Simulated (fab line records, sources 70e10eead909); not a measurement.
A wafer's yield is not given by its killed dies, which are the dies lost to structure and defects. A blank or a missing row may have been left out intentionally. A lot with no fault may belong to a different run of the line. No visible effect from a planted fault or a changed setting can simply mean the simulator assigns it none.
Matching of chambers ; flow nand-harc ; rie-si-06 running NHARC_P_ZERO_WELL_ETCH_63: 4 sister chambers
The step etches the open film in HBr/Cl2, target depth 120 nm, time 40.1 s. 4 wafers are shown with their chamber, then 7 later ones without.

## WAFERS WITH THEIR CHAMBER
wafer;chamber;drypump-motor-current-A (A)
L083.3;3;6.1
L083.4;2;5.1
L088.2;0;5.6
L088.4;1;6.5

## WAFERS WHOSE CHAMBER IS MISSING
wafer;drypump-motor-current-A (A)
L088.5;5.1
L091.1;6.6
L091.5;5.1
L091.6;6.2
L092.1;5.6
L092.4;6.6
L092.6;6.1

## WHICH CHAMBER EACH ONE RAN IN
wafer;from the rows above;in truth
L088.5;2;2
L091.1;1;1
L091.5;2;2
L091.6;3;3
L092.1;0;0
L092.4;1;1
L092.6;3;3
7 of 7 placed correctly. Number that these rows cannot place: 0. Number placed wrongly: 0.
How it was worked out, from the rows above alone: a wafer's distance from a chamber is the root of the sum, over the readings, of the square of ((its reading less the chamber's mean) divided by the reading's scatter). The wafer belongs to the nearest chamber; if the next one is less than 2 further off, it can't be placed. Each chamber's mean is taken over the wafers shown for it. The scatter (one wafer shown for each chamber): square how far every hidden wafer sits from the nearest shown wafer, average those squares and take the square root.
